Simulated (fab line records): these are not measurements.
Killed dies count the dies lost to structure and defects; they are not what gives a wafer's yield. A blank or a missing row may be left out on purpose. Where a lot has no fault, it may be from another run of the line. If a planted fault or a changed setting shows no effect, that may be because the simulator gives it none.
Which tool was responsible? :: flow nand-harc :: at 1 step of a route of 1159, 6 lots with 18 wafers sampled

== WHAT EACH GAUGE READ, for each wafer ==
NHARC_A_CONTACT_OVL_MEAS_43.
lot: L163
measured: day 16 13:34
on: overlay-01
overlay-x-nm (nm): -2.3 -2.5 -2.9

lot: L165
measured: day 17 06:01
on: overlay-02
overlay-x-nm (nm): 0.1 0.9 0.3

lot: L164
measured: day 17 19:16
on: overlay-02
overlay-x-nm (nm): -1.1 -1.3 -1.2

lot: L168
measured: day 18 18:33
on: overlay-01
overlay-x-nm (nm): 0.3 -0.1 0.2

lot: L176
measured: day 20 00:14
on: overlay-01
overlay-x-nm (nm): -1.2 -1.4 -1.5

lot: L182
measured: day 21 20:52
on: overlay-01
overlay-x-nm (nm): -0.3 0.2 0.9

== TOOL THAT RAN EACH LOT (tool first, then ch and the chambers of the sampled wafers, then the start) ==
There is no process step in the record ahead of these readings.

== THE ANSWER, worked out from the rows above alone ==
Rule: what is usual is taken from the lots themselves. The widest of any qualifying gaps counts: lots, ordered by their means at a reading, are off when they make up no more than a third of the lots, leave a main group of 4 or more, and stand apart from it by 3 or more times the standard deviation of that group's means. A main group is skipped when, at the precision printed for the reading in the tables above, its means are all equal. A lot without any number at a reading at which 4 lots or more have one is off too. Where the step has rows for the other lots, those lots are counted as sound.
Across all readings shown, no lot is off: no conclusion can be drawn from this.

== WHAT HAD BEEN PUT IN BY THE SIMULATOR ==
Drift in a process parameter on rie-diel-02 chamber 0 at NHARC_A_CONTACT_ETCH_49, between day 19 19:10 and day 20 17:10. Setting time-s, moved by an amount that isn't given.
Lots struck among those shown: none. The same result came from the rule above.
